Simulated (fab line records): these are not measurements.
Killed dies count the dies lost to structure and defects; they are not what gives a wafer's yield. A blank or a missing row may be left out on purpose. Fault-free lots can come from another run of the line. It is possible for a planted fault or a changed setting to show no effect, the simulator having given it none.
fab line records	flow n5-finfet
record lots=6	wafers=18	last-day=17
route steps=1938 shown MOL_CONTACT_COAG@554 BEOL_M4@1111 PASSIVATION@1936
lots untouched by any fault: they come from a run of this same line in which no faults occurred
start-h: hours from the record's opening day to when the first of the lot's shown wafers began	wait-h: hours from the lot's prior step to this one	" same as the row above	L1.1+2: a row that stands for several wafers	- no value present, or no start provided	* or withheld: withheld	< > ~ a bound
route shown NAME@n: a module of which the file shows steps, and the number in the route of the first	usual: mean/standard deviation of fault-free wafers	same: alike in all rows	chamber/n: place in a boat	sites: the reading at each site	_std_site: standard deviation across them	_edge_site: mean of outer sites minus mean of inner sites	radius-mm: for every site, how far away it sits from the centre of the wafer	mask NAME#n: copy n	behind: tool/chamber where the wafer was last shaped	hold: reason for holding the lot/hours on hold/outcome of the hold	device: which transistor (n, p or np) failed to switch	end of line: tests run on the same wafers once the route is complete	step lacking rows: just its recipe	killed: count of dies lost to structure and defects at first sort (not the wafer's yield)	map: shows each die of a wafer: x if killed, . if not, _ if none is there
set.NAME: the setting that was run; set.NAME@STEP: the one run at that earlier step	model.NAME: the simulator's own value behind a step, which no gauge read
lots at selected steps of the route; one table per step, one row per wafer
services: a tool's chamber out of use, with start hour (start-h, from the record's first day; less than 0 if before it), hours out, and reason
## steps
# step N5_MOL_CONTACT_COAG_CMP_23
# recipe stop-on=SiO2	t-overpolish-s=1.5	post-cmp-clean=cu-alkaline	down-force-psi=2	platen-rpm=50.289	pad-velocity-m-s=1.0006	target-thk-nm=0
# step N5_MOL_CONTACT_COAG_WET_ETCH_26
# recipe target=Co	target-depth-nm=13
# step N5_MOL_CONTACT_COAG_WET_ETCH_116
# recipe chemistry=SC1-inhibited	target-depth-nm=4.6	dry=ipa-marangoni	rinse-time-s=30	rinse-temp-c=23
# step N5_MOL_CONTACT_COAG_ALD_27
# recipe material=SiOC	target-thk-a=170	temp-c=400	ald-precursor-family=carbosiloxane	ald-co-reactant=H2-plasma	pulse-time-s=1.5	time-s=2720	purge-time-s=2	co-reactant-purge-time-s=2	ald-cycles=340	pressure-torr=2
# usual heater-power-w=849/89	precursor-pulse-height-rel=1.004/0.02
# same pulse-time-s=1.5
lot.wafer	tool	chamber	start-h	wait-h	heater-power-w	precursor-pulse-height-rel
L249.1	ald-sin-03	3	116.98	0.0	866	0.979
L249.2	"	0	"	"	922	1.000
L249.5	"	1	"	"	945	1.033
L254.2	ald-sin-03	2	147.22	0.0	875	0.999
L254.3	"	3	"	"	904	1.000
L254.6	"	1	"	"	899	1.041
L255.3	ald-sin-01	0	154.85	0.0	719	0.985
L255.4	"	2	"	"	1060	1.015
L255.6	"	2	"	"	1050	0.999
L261.1	ald-sin-01	0	189.03	0.8	726	0.999
L261.2	"	1	"	"	855	0.966
L261.6	"	1	"	"	889	1.014
L262.1	ald-sin-03	2	191.06	2.6	876	0.995
L262.5	"	0	"	"	933	0.972
L262.6	"	1	"	"	913	0.989
L268.3	ald-sin-02	0	225.16	0.0	904	1.003
L268.5	"	2	"	"	739	0.983
L268.6	"	1	"	"	797	0.987
# step N5_MOL_CONTACT_COAG_CMP_28
# recipe stop-on=SiNx	t-overpolish-s=0.85	post-cmp-clean=alkaline-brush	down-force-psi=4.15	platen-rpm=51.8	pad-velocity-m-s=1.0307	target-thk-nm=14.522
# usual motor-current-A=12.6/1.4	time-to-endpoint-s=5.0/2.4
lot.wafer	tool	chamber	start-h	wait-h	motor-current-A	time-to-endpoint-s
L249.1	cmp-03	0	118.67	0.9	11.0	5.3
L249.2	"	1	"	"	13.8	4.4
L249.5	"	0	"	"	11.0	4.9
L254.3	cmp-03	2	148.79	0.8	14.3	6.4
L254.2	"	3	"	"	13.7	3.8
L254.6	"	2	"	"	15.1	8.6
L255.3	cmp-04	1	156.45	0.8	13.5	8.7
L255.4	"	3	"	"	11.8	8.4
L255.6	"	1	"	"	12.6	7.9
L261.1	cmp-02	2	190.68	0.9	13.3	3.0
L261.2	"	3	"	"	14.3	2.7
L261.6	"	0	"	"	12.0	4.9
L262.1	cmp-04	1	192.72	0.9	12.6	6.6
L262.6	"	0	"	"	11.6	5.0
L262.5	"	1	"	"	13.0	8.2
L268.3	cmp-04	1	226.73	0.8	13.0	9.6
L268.6	"	1	"	"	13.0	8.5
L268.5	"	2	"	"	10.5	3.7
# step N5_MOL_CONTACT_COAG_THK_MEAS_29
# recipe reads=SiNx_of_GATE_CUT_PECVD_57+SiNx_of_GATE_CUT_SAC_CAP_01
# usual MD_CAP_THK=17.95/0.086
lot.wafer	tool	chamber	start-h	wait-h	MD_CAP_THK[nm]
L249.1	film-metro-01	-	118.93	-	18.13
L249.2	"	-	"	"	18.03
L249.5	"	-	"	"	18.13
L254.2	film-metro-02	-	149.08	-	17.88
L254.3	"	-	"	"	18.07
L254.6	"	-	"	"	17.97
L255.3	film-metro-01	-	156.71	-	18.08
L255.4	"	-	"	"	17.97
L255.6	"	-	"	"	18.04
L261.1	film-metro-01	-	190.89	-	17.80
L261.2	"	-	"	"	17.75
L261.6	"	-	"	"	17.97
L262.1	film-metro-01	-	192.98	-	17.91
L262.5	"	-	"	"	18.05
L262.6	"	-	"	"	18.00
L268.3	film-metro-02	-	227.03	-	17.78
L268.5	"	-	"	"	17.88
L268.6	"	-	"	"	17.97
# step N5_MOL_CONTACT_COAG_ALD_123
# recipe material=SiNx	target-thk-a=50	temp-c=400	ald-precursor-family=SiH2I2	ald-co-reactant=N2/H2-plasma	pulse-time-s=1	purge-time-s=2	co-reactant-purge-time-s=2	ald-cycles=100	pressure-torr=2
# usual heater-power-w=852/88	precursor-pulse-height-rel=1.003/0.019
# same pulse-time-s=1
lot.wafer	tool	chamber	start-h	wait-h	heater-power-w	precursor-pulse-height-rel
L249.1	ald-sin-03	1	118.96	0.0	935	0.998
L249.2	"	2	"	"	897	1.003
L249.5	"	3	"	"	878	0.998
L254.2	ald-sin-01	0	149.21	0.1	744	0.996
L254.3	"	3	"	"	876	0.998
L254.6	"	0	"	"	735	0.959
L255.3	ald-sin-01	0	157.30	0.6	736	1.000
L255.4	"	2	"	"	1060	1.003
L255.6	"	0	"	"	739	1.006
L261.1	ald-sin-01	1	191.75	0.9	871	1.012
L261.2	"	2	"	"	1029	1.000
L261.6	"	1	"	"	856	1.006
L262.1	ald-sin-03	3	193.35	0.4	907	0.996
L262.5	"	0	"	"	946	1.041
L262.6	"	1	"	"	903	1.007
L268.3	ald-sin-02	1	227.06	0.0	807	1.014
L268.5	"	2	"	"	720	0.962
L268.6	"	3	"	"	800	1.012
# step N5_MOL_CONTACT_COAG_PECVD_31
# recipe material=SiO2	target-thk-a=460	temp-c=400	precursor=TEOS/O2	pressure-torr=6.5	rf-w=withheld	teos-flow-sccm=withheld	gas=O2	flow-sccm=2650	time-s=8.9
# step N5_MOL_CONTACT_COAG_COAT_75
# recipe resist=SOC	temp-c=250	time-s=60	spin-rpm=1500	resist-thk-nm=60
# step N5_MOL_CONTACT_COAG_COAT_76
# recipe resist=SiARC	temp-c=220	time-s=60	spin-rpm=1500	resist-thk-nm=10
# step N5_MOL_CONTACT_COAG_COAT_77
# recipe resist=underlayer	temp-c=205	time-s=60	spin-rpm=1500	resist-thk-nm=10
# usual dispense-pressure-kPa=52.9/1.6	spin-speed-rpm=1499.9/0.97
lot.wafer	tool	chamber	start-h	wait-h	dispense-pressure-kPa	spin-speed-rpm
L249.1	litho-track-04	0	119.53	-	51.0	1501.2
L249.2	"	0	"	"	51.0	1499.4
L249.5	"	0	"	"	51.0	1501.0
L254.2	litho-track-04	0	149.78	-	51.0	1459.6
L254.3	"	0	"	"	51.1	1459.6
L254.6	"	0	"	"	51.0	1459.6
L255.3	litho-track-04	0	157.87	-	51.0	1459.2
L255.4	"	0	"	"	51.0	1459.6
L255.6	"	0	"	"	51.0	1460.0
L261.1	litho-track-03	0	192.31	-	54.5	1501.5
L261.2	"	0	"	"	54.5	1501.0
L261.6	"	0	"	"	54.5	1501.3
L262.1	litho-track-05	0	193.92	-	54.1	1500.4
L262.5	"	0	"	"	54.0	1501.0
L262.6	"	0	"	"	54.1	1500.2
L268.3	litho-track-03	0	227.63	-	54.5	1497.7
L268.5	"	0	"	"	54.5	1500.7
L268.6	"	0	"	"	54.5	1498.7
# step N5_MOL_CONTACT_COAG_COAT_78
# recipe resist=CAR-EUV	spin-rpm=1500	resist-thk-nm=40
# step N5_MOL_CONTACT_COAG_EBR_80
# recipe solvent=PGMEA	ebr-width-mm=1.5
# step N5_MOL_CONTACT_COAG_SOFTBAKE_79
# recipe temp-c=110	time-s=60	resist=CAR-EUV
# step N5_MOL_CONTACT_COAG_EXPOSE_81
# recipe mask-id=VG	na=0.33	source-shape=annular	sigma-inner=0.3	sigma-outer=0.7	polarization=unpolarized	defocus-nm=0	dose-mj=59.5
# step N5_MOL_CONTACT_COAG_PEB_82
# recipe peb-temp-c=100	peb-time-s=60	resist=CAR-EUV
# step N5_MOL_CONTACT_COAG_DEVELOP_83
# recipe develop-time-s=30	developer=TMAH	resist=CAR-EUV	rinse-liquid=surfactant-rinse	dry=air-spin	dev-temp-c=23
# step N5_MOL_CONTACT_COAG_CD_MEAS_84
# recipe target-cd-nm=25.1	landing-energy-ev=500	detector=se-inlens	polarity=opening
# usual cd-nm=25.14/0.23
lot.wafer	tool	chamber	start-h	wait-h	cd-nm
L249.1	cd-sem-02	0	119.93	-	24.73
L249.2	"	0	"	"	25.00
L249.5	"	0	"	"	25.19
L254.2	cd-sem-02	0	150.18	-	25.00
L254.3	"	0	"	"	24.62
L254.6	"	0	"	"	25.18
L255.3	cd-sem-02	0	158.14	-	25.35
L255.4	"	0	"	"	25.24
L255.6	"	0	"	"	25.58
L261.1	cd-sem-03	0	192.59	-	24.87
L261.2	"	0	"	"	24.96
L261.6	"	0	"	"	25.43
L262.1	cd-sem-02	0	194.19	-	25.06
L262.5	"	0	"	"	25.14
L262.6	"	0	"	"	25.11
L268.3	cd-sem-03	0	228.03	-	24.86
L268.5	"	0	"	"	25.07
L268.6	"	0	"	"	25.11
# step N5_MOL_CONTACT_COAG_OVL_MEAS_85
# recipe points-per-wafer=522
# usual VG_OVL=0.2/0.72
lot.wafer	tool	chamber	start-h	wait-h	VG_OVL[nm]
L249.1	overlay-01	0	119.96	0.0	-0.4
L249.2	"	0	"	"	1.0
L249.5	"	0	"	"	-1.1
L254.2	overlay-01	0	150.21	0.0	-0.6
L254.3	"	0	"	"	1.0
L254.6	"	0	"	"	0.2
L255.3	overlay-01	0	158.18	0.0	-0.7
L255.4	"	0	"	"	-0.3
L255.6	"	0	"	"	-0.4
L261.1	overlay-01	0	192.62	0.0	0.2
L261.2	"	0	"	"	0.8
L261.6	"	0	"	"	0.1
L262.1	overlay-02	0	194.22	0.0	0.2
L262.5	"	0	"	"	0.9
L262.6	"	0	"	"	0.0
L268.3	overlay-02	0	228.07	0.0	1.5
L268.5	"	0	"	"	0.5
L268.6	"	0	"	"	0.0
# step N5_MOL_CONTACT_COAG_INSPECT_57
# recipe mode=adi	inspect-instrument=brightfield
# usual raw-defect-count=209/59
lot.wafer	tool	chamber	start-h	wait-h	raw-defect-count
L249.1	defect-inspect-02	-	120.02	0.1	137
L249.2	"	-	"	"	280
L249.5	"	-	"	"	229
L254.2	defect-inspect-02	-	150.27	0.0	306
L254.3	"	-	"	"	190
L254.6	"	-	"	"	283
L255.3	defect-inspect-02	-	158.23	0.0	134
L255.4	"	-	"	"	163
L255.6	"	-	"	"	260
L261.1	defect-inspect-01	-	192.68	0.1	135
L261.2	"	-	"	"	147
L261.6	"	-	"	"	112
L262.1	defect-inspect-02	-	194.28	0.1	263
L262.5	"	-	"	"	265
L262.6	"	-	"	"	199
L268.3	defect-inspect-02	-	228.12	0.0	173
L268.5	"	-	"	"	137
L268.6	"	-	"	"	210
# step N5_MOL_CONTACT_COAG_DESCUM_88
# recipe chemistry=O2	time-s=7	source-power-w=50	bias-power-w=20	pressure-mtorr=20	rf-frequency-hz=2.712e+07	temp-c=40	resist=CAR-EUV	o2-flow-sccm=225
# usual drypump-motor-current-A=5.5/0.38	oes-product-au=0.77/0.086	rf-vpp-V=243.1/1.6	showerhead-plenum-p-Torr=2.08/0.087	throttle-valve-pct=20.35/0.15
lot.wafer	tool	chamber	start-h	wait-h	drypump-motor-current-A	oes-product-au	rf-hours-counter-h	rf-vpp-V	showerhead-plenum-p-Torr	throttle-valve-pct
L249.1	rie-diel-04	1	120.18	0.2	5.3	0.72	198	243.8	2.16	20.51
L249.2	"	0	"	"	5.9	0.71	176	241.4	1.98	20.47
L249.5	"	0	"	"	5.9	0.72	-	240.9	1.98	20.47
L254.2	rie-diel-05	2	150.30	0.0	5.9	0.72	186	243.9	2.18	20.40
L254.3	"	1	"	"	5.5	0.75	181	241.1	1.97	20.37
L254.6	"	0	"	"	5.0	0.80	-	243.9	2.12	20.02
L255.3	rie-diel-05	2	158.46	0.2	5.9	0.72	190	244.0	2.18	20.40
L255.4	"	1	"	"	5.5	0.75	184	240.1	1.97	20.37
L255.6	"	2	"	"	5.9	0.72	-	244.8	2.18	20.39
L261.1	rie-diel-05	2	192.85	0.2	5.9	0.70	201	244.9	2.18	20.44
L261.2	"	3	"	"	5.7	0.90	21	244.9	2.21	20.18
L261.6	"	1	"	"	5.5	0.73	-	241.1	1.97	20.37
L262.1	rie-diel-02	0	194.32	0.0	5.7	0.71	203	242.0	1.98	20.42
L262.5	"	0	"	"	5.7	0.71	-	240.9	1.98	20.42
L262.6	"	1	"	"	5.0	0.87	-	244.6	2.15	20.24
L268.3	rie-diel-04	0	229.07	0.9	5.9	0.69	208	241.9	1.97	20.49
L268.5	"	1	"	"	5.3	0.70	-	245.1	2.14	20.58
L268.6	"	0	"	"	5.9	0.70	-	243.6	1.97	20.52
# step N5_MOL_CONTACT_COAG_ETCH_89
# recipe chemistry=N2/H2	target=underlayer	target-depth-a=130	mask-material=CAR-EUV	time-s=10.4	ion-energy-ev=200	pressure-mtorr=30	source-w=840	bias-w=150	n2-flow-sccm=200	h2-flow-sccm=200	ends=cleared
# usual drypump-motor-current-A=5.5/0.38	etch-rf-on-time-s=10.49/0.15	oes-product-au=0.66/0.07	rf-vpp-V=523.8/2.9	showerhead-plenum-p-Torr=2.54/0.099	throttle-valve-pct=17.83/0.22
lot.wafer	tool	chamber	start-h	wait-h	drypump-motor-current-A	etch-rf-on-time-s	oes-product-au	rf-hours-counter-h	rf-vpp-V	showerhead-plenum-p-Torr	throttle-valve-pct	model.etch.depth-nm
L249.1	rie-diel-04	1	120.22	0.0	5.3	10.45	0.61	198	526.4	2.61	17.97	10.01
L249.2	"	0	"	"	5.9	10.36	0.62	176	521.1	2.43	18.00	10.01
L249.5	"	0	"	"	5.9	10.51	0.61	-	519.3	2.43	18.01	10.01
L254.2	rie-diel-05	2	150.33	0.0	5.9	10.55	0.62	186	526.8	2.64	17.87	10.14
L254.3	"	1	"	"	5.5	10.87	0.63	181	520.9	2.43	18.00	10.18
L254.6	"	0	"	"	5.0	10.55	0.69	-	524.6	2.58	17.44	10.15
L255.3	rie-diel-05	2	158.49	0.0	5.9	10.71	0.61	190	525.9	2.64	17.87	10.16
L255.4	"	1	"	"	5.5	10.75	0.63	184	520.5	2.43	18.02	10.12
L255.6	"	2	"	"	5.9	10.73	0.60	-	526.3	2.64	17.87	10.17
L261.1	rie-diel-05	2	192.88	0.0	5.9	10.54	0.61	201	525.2	2.63	17.90	9.991
L261.2	"	3	"	"	5.7	10.63	0.75	21	529.3	2.71	17.70	9.965
L261.6	"	1	"	"	5.5	10.55	0.62	-	519.4	2.42	18.04	9.974
L262.1	rie-diel-02	0	194.35	0.0	5.7	10.65	0.59	203	520.8	2.44	18.15	10.03
L262.5	"	0	"	"	5.7	10.59	0.60	-	521.9	2.44	18.15	10.03
L262.6	"	1	"	"	4.9	10.46	0.74	-	526.9	2.59	17.49	10.03
L268.3	rie-diel-04	0	229.10	0.0	5.8	10.41	0.59	208	520.8	2.42	18.05	9.941
L268.5	"	1	"	"	5.3	10.33	0.59	-	526.0	2.60	18.00	9.96
L268.6	"	0	"	"	5.9	10.41	0.59	-	522.3	2.42	18.07	9.953
# step N5_MOL_CONTACT_COAG_ETCH_90
# recipe chemistry=CF4	target=SiARC	target-depth-a=130	mask-material=CAR-EUV	time-s=21.7	ion-energy-ev=80	pressure-mtorr=40	source-w=545	bias-w=36	Ar_flow_sccm=100	cf4-flow-sccm=100	ends=cleared
# usual drypump-motor-current-A=5.5/0.38	etch-rf-on-time-s=21.9/0.36	mfc-ar-sccm=99.97/0.29	oes-product-au=0.66/0.071	rf-vpp-V=184.0/1.3	showerhead-plenum-p-Torr=2.14/0.08	throttle-valve-pct=15.61/0.2
lot.wafer	tool	chamber	start-h	wait-h	drypump-motor-current-A	etch-rf-on-time-s	mfc-ar-sccm	oes-product-au	rf-hours-counter-h	rf-vpp-V	showerhead-plenum-p-Torr	throttle-valve-pct
L249.1	rie-diel-04	1	120.24	0.0	5.3	22.0	99.64	0.61	198	185.2	2.21	15.84
L249.2	"	0	"	"	5.9	22.0	99.99	0.60	176	182.3	2.06	15.78
L249.5	"	0	"	"	5.9	21.6	99.84	0.61	-	182.3	2.05	15.77
L254.2	rie-diel-05	2	150.35	0.0	5.9	21.6	99.73	0.62	186	186.1	2.22	15.57
L254.3	"	1	"	"	5.5	22.2	99.87	0.63	181	183.9	2.06	15.76
L254.6	"	0	"	"	5.0	21.5	99.95	0.69	-	183.5	2.17	15.25
L255.3	rie-diel-05	2	158.51	0.0	5.9	21.9	100.33	0.61	190	186.8	2.22	15.59
L255.4	"	1	"	"	5.5	22.5	99.97	0.62	184	182.7	2.06	15.76
L255.6	"	2	"	"	5.9	21.9	99.66	0.62	-	183.7	2.22	15.58
L261.1	rie-diel-05	2	192.90	0.0	5.9	21.6	99.56	0.61	201	186.4	2.21	15.61
L261.2	"	3	"	"	5.7	22.2	100.06	0.76	21	186.9	2.27	15.41
L261.6	"	1	"	"	5.5	22.0	99.90	0.62	-	181.7	2.06	15.79
L262.1	rie-diel-02	0	194.37	0.0	5.7	22.2	100.26	0.60	203	183.1	2.04	15.66
L262.5	"	0	"	"	5.7	22.2	100.49	0.60	-	184.1	2.04	15.69
L262.6	"	1	"	"	5.0	21.5	100.46	0.75	-	185.1	2.19	15.34
L268.3	rie-diel-04	0	229.12	0.0	5.9	21.9	100.64	0.59	208	182.9	2.04	15.84
L268.5	"	1	"	"	5.3	21.5	99.92	0.60	-	184.0	2.20	15.89
L268.6	"	0	"	"	5.9	21.9	100.10	0.59	-	184.2	2.04	15.84
# step N5_BEOL_M4_RC_MEAS_101
# usual DIBL_N=36.9/1.7	DIBL_P=36.7/2.1	IOFF_N=0.17/0.032	IOFF_P=0.22/0.036	ION_N=674/12	ION_P=461/7	SS_N=71.7/0.6	SS_P=73.4/0.67	VT_N=249/3.1	VT_P=-250/3.2
lot.wafer	tool	chamber	start-h	wait-h	DIBL_N[mV/V]	DIBL_P[mV/V]	IOFF_N[nA/um]	IOFF_P[nA/um]	ION_N[uA/um]	ION_P[uA/um]	SS_N[mV/dec]	SS_P[mV/dec]	VT_N[mV]	VT_P[mV]
L249.1	prober-02	0	181.90	0.0	31.7	30.0	0.10	0.14	645	445	70.4	72.0	257	-256
L249.2	"	0	"	"	36.6	36.0	0.17	0.21	668	455	71.1	73.4	253	-252
L249.5	"	0	"	"	37.1	37.4	0.20	0.23	686	464	71.0	73.0	247	-249
L254.2	prober-01	0	212.40	0.2	37.4	34.8	0.16	0.19	681	459	71.8	73.3	248	-255
L254.3	"	0	"	"	39.1	36.3	0.20	0.21	665	450	72.1	72.6	245	-253
L254.6	"	0	"	"	39.6	37.8	0.21	0.24	694	464	71.9	73.6	245	-252
L255.3	prober-01	0	222.23	0.3	33.3	32.5	0.12	0.17	662	456	70.2	72.7	253	-251
L255.4	"	0	"	"	36.7	36.6	0.17	0.23	673	459	72.0	72.9	247	-248
L255.6	"	0	"	"	35.2	35.4	0.15	0.21	668	469	72.7	72.5	250	-251
L262.1	prober-01	0	252.85	0.0	38.0	37.6	0.18	0.20	676	459	72.0	73.0	250	-251
L262.5	"	0	"	"	35.6	34.2	0.12	0.15	653	443	71.8	72.2	254	-257
L262.6	"	0	"	"	38.3	38.6	0.18	0.21	685	460	72.3	73.8	248	-252
L261.1	prober-01	0	257.08	0.0	35.7	33.8	0.15	0.19	678	461	71.1	72.7	247	-250
L261.2	"	0	"	"	37.6	37.9	0.20	0.27	681	470	71.9	73.9	247	-246
L261.6	"	0	"	"	38.5	37.4	0.21	0.25	681	461	71.8	73.8	245	-245
L268.3	prober-02	0	295.51	0.3	40.0	40.8	0.26	0.32	698	473	73.2	75.6	244	-245
L268.5	"	0	"	"	38.0	38.5	0.20	0.27	691	468	72.0	73.5	250	-246
L268.6	"	0	"	"	37.7	38.6	0.20	0.28	682	466	71.4	74.5	247	-246
# step N5_PASSIVATION_PROBE_49
# usual defect-limited-yield=91.7/1.5	killed_at_M0_to_M3=32/9.6	killed_at_M4_up=13/5.3	killed-at-contacts=12/6.8	killed-at-front-end=36/9.8	killed-at-other=4/3.1	killed-dies=98/17	killed-on-rim=13/4	killed-open=65/13	killed-short=32/8.5	sort_bin_5_function=4.9/0.93	sort_bin_6_memory=3.2/0.67	sort_bin_8_speed=0.00/0.02	sort-n-pass=1082/17	sort-yield-pct=91.7/1.4
# same gross-dies=1180	killed-at-back-side=0	sort_bin_4_leakage[%]=0
lot.wafer	tool	chamber	start-h	wait-h	defect-limited-yield[%]	killed_at_M0_to_M3	killed_at_M4_up	killed-at-contacts	killed-at-front-end	killed-at-other	killed-dies	killed-on-rim	killed-open	killed-short	sort_bin_5_function[%]	sort_bin_6_memory[%]	sort_bin_8_speed[%]	sort-n-pass	sort-yield-pct[%]
L254.2	prober-02	-	309.93	0.1	88.5	44	12	39	40	1	136	18	102	33	7.2	4.2	0	1044	88.5
L254.3	prober-02	-	309.98	0.1	91.1	37	17	16	31	4	105	12	72	32	5.0	3.6	0	1075	91.1
L254.6	prober-02	-	310.13	0.3	90.6	32	20	21	35	3	111	6	78	33	6.1	3.1	0	1069	90.6
L255.3	prober-01	-	318.42	0.1	90.2	51	5	13	47	0	116	14	87	29	5.6	3.9	0	1064	90.2
L255.4	prober-01	-	318.47	0.2	91.9	34	7	20	35	0	96	17	59	36	4.5	3.5	0	1084	91.9
L255.6	prober-01	-	318.57	0.3	90.8	45	12	21	27	3	108	15	68	40	5.3	3.5	0	1072	90.8
L261.1	prober-02	-	361.00	0.9	91.4	32	17	2	46	5	102	8	71	30	5.2	3.4	0	1078	91.4
L261.2	prober-02	-	361.05	1.0	90.9	31	20	4	48	4	107	16	73	32	5.5	3.2	0	1073	90.9
L261.6	prober-02	-	361.25	1.2	91.0	31	20	9	40	6	106	8	72	34	5.7	3.1	0	1074	91.0
L262.1	prober-01	-	362.08	0.0	91.7	26	8	28	33	3	98	11	76	21	5.1	3.1	0	1082	91.7
L262.5	prober-01	-	362.28	0.2	92.2	24	17	11	39	1	92	15	59	29	4.1	3.5	0	1088	92.2
L262.6	prober-01	-	362.33	0.3	92.5	29	13	10	37	0	89	11	58	31	5.2	2.0	0	1091	92.5
# killed by level:class
L254.2 MOL_CONTACT_COAG:geometric-particle:open=32 BEOL_M2:geometric-particle:open=12 BEOL_M0_SAQP:geometric-particle:open=10 FIN_SAQP:geometric-particle:short=9 BEOL_M0_SAQP:geometric-particle:short=8 FIN_SAQP:geometric-particle:open=7 STI_FIN_REVEAL:geometric-particle:open=7 MOL_CONTACT_COAG:geometric-particle:short=7
L254.3 MOL_CONTACT_COAG:geometric-particle:open=14 BEOL_M2:geometric-particle:open=11 BEOL_M0:geometric-particle:open=8 DUMMY_GATE:geometric-particle:open=7 BEOL_M0_SAQP:geometric-particle:short=7 STI_FIN_REVEAL:geometric-particle:open=5 BEOL_M3:geometric-particle:open=4 BEOL_M4:geometric-particle:open=4
L254.6 MOL_CONTACT_COAG:geometric-particle:open=17 STI_FIN_REVEAL:geometric-particle:open=16 BEOL_M4:geometric-particle:open=9 BEOL_M0_SAQP:geometric-particle:short=6 BEOL_M1:geometric-particle:open=6 STARTING-WAFER:geometric-particle:open=6 MOL_CONTACT_COAG:geometric-particle:short=4 BEOL_M2:geometric-particle:open=4
L255.3 STI_FIN_REVEAL:geometric-particle:open=16 BEOL_M0_SAQP:geometric-particle:open=12 FIN_SAQP:geometric-particle:open=11 BEOL_M1:geometric-particle:open=11 MOL_CONTACT_COAG:geometric-particle:open=10 BEOL_M0_SAQP:geometric-particle:short=10 FIN_SAQP:geometric-particle:short=7 BEOL_M3:geometric-particle:open=7
L255.4 MOL_CONTACT_COAG:geometric-particle:open=12 BEOL_M3:geometric-particle:open=10 FIN_SAQP:geometric-particle:short=9 MOL_CONTACT_COAG:geometric-particle:short=8 FIN_SAQP:geometric-particle:open=7 BEOL_M1:geometric-particle:open=6 STI_FIN_REVEAL:geometric-particle:open=4 BEOL_M0_SAQP:geometric-particle:open=4
L255.6 MOL_CONTACT_COAG:geometric-particle:open=15 BEOL_M2:geometric-particle:open=11 FIN_SAQP:geometric-particle:short=10 BEOL_M0_SAQP:geometric-particle:short=9 BEOL_M0_SAQP:geometric-particle:open=8 BEOL_M4:geometric-particle:open=7 BEOL_M3:geometric-particle:open=6 STI_FIN_REVEAL:geometric-particle:open=6
L261.1 STI_FIN_REVEAL:geometric-particle:open=11 FIN_SAQP:geometric-particle:open=10 BEOL_M5:geometric-particle:open=8 FIN_SAQP:geometric-particle:short=7 BEOL_M0_SAQP:geometric-particle:open=7 BEOL_M0_SAQP:geometric-particle:short=7 BEOL_M2:geometric-particle:open=6 BEOL_M3:geometric-particle:open=6
L261.2 FIN_SAQP:geometric-particle:open=15 STI_FIN_REVEAL:geometric-particle:open=8 FIN_SAQP:geometric-particle:short=7 BEOL_M0_SAQP:geometric-particle:open=7 BEOL_M2:geometric-particle:open=7 BEOL_M2:geometric-particle:short=5 BEOL_M5:geometric-particle:open=5 MOL_CONTACT_COAG:geometric-particle:open=4
L261.6 FIN_SAQP:geometric-particle:short=16 FIN_SAQP:geometric-particle:open=15 MOL_CONTACT_COAG:geometric-particle:open=9 BEOL_M4:geometric-particle:open=9 BEOL_M0:geometric-particle:open=7 BEOL_M6:geometric-particle:open=6 BEOL_M0_SAQP:geometric-particle:open=5 BEOL_M0_SAQP:geometric-particle:short=5
L262.1 MOL_CONTACT_COAG:geometric-particle:open=24 FIN_SAQP:geometric-particle:open=10 BEOL_M3:geometric-particle:open=7 GATE_CUT:geometric-particle:open=5 BEOL_M0_SAQP:geometric-particle:short=5 BEOL_M2:geometric-particle:open=5 STI_FIN_REVEAL:geometric-particle:open=4 MOL_CONTACT_COAG:geometric-particle:short=4
L262.5 MOL_CONTACT_COAG:geometric-particle:open=10 FIN_SAQP:geometric-particle:open=9 BEOL_M3:geometric-particle:open=9 BEOL_M4:geometric-particle:open=7 FIN_SAQP:geometric-particle:short=5 STI_FIN_REVEAL:geometric-particle:open=5 GATE_CUT:geometric-particle:open=5 BEOL_M0_SAQP:geometric-particle:short=3
L262.6 DUMMY_GATE:geometric-particle:open=8 MOL_CONTACT_COAG:geometric-particle:open=8 BEOL_M0_SAQP:geometric-particle:short=7 STI_FIN_REVEAL:geometric-particle:open=7 BEOL_M0_SAQP:geometric-particle:open=6 BEOL_M3:geometric-particle:open=6 GATE_CUT:geometric-particle:short=5 STARTING-WAFER:geometric-particle:short=4
## services
tool	chamber	start-h	hours	kind
cmp-04	-	95.93	3.9	pm
ald-sin-03	-	99.72	6.0	pm
rie-diel-04	-	99.96	4.3	pm
ald-sin-01	-	100.97	0.3	repair
rie-diel-02	-	110.97	2.8	pm
rie-diel-05	0	113.45	3.9	repair
rie-diel-05	-	116.55	0.5	repair
rie-diel-05	3	117.37	-	clean
rie-diel-05	3	117.37	-	consumable-replace:focus-ring
rie-diel-05	3	117.37	-	consumable-replace:showerhead
cmp-04	-	118.36	4.0	pm
cmp-04	-	122.36	11.9	pm
cmp-03	-	134.79	2.7	repair
cmp-04	-	141.18	2.3	repair
rie-diel-04	3	144.48	1.3	repair
rie-diel-04	1	165.57	6.6	repair
cmp-03	-	166.05	3.6	pm
rie-diel-02	1	169.13	2.1	repair
ald-sin-01	0	191.01	13.1	repair
cmp-04	-	203.67	4.3	repair
rie-diel-04	-	212.45	14.6	pm
rie-diel-05	0	213.96	11.5	repair
cmp-03	-	226.34	4.0	pm
cmp-02	-	226.72	6.0	repair
## key
first-sign step=N5_MOL_CONTACT_COAG_COAT_77	reading=spin-speed-rpm	direction=down	sigmas=42	usual=*	struck=*
effect none on later readings
model-effect step=N5_MOL_CONTACT_COAG_ETCH_89	value=etch.depth-nm	without=10.01	struck=10.15
met-at N5_MOL_CONTACT_COAG_COAT_77
struck-wafers L254.2,L254.3,L254.6,L255.3,L255.4,L255.6
onset-between 119.53 149.78
fault kind=process-parameter-drift	tool=litho-track-04	chamber=-	onset-h=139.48	steps=N5_MOL_CONTACT_COAG_COAT_77	channel=spin-rpm	offset=*	shape=step	end-h=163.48	acts-in=*	stated=*
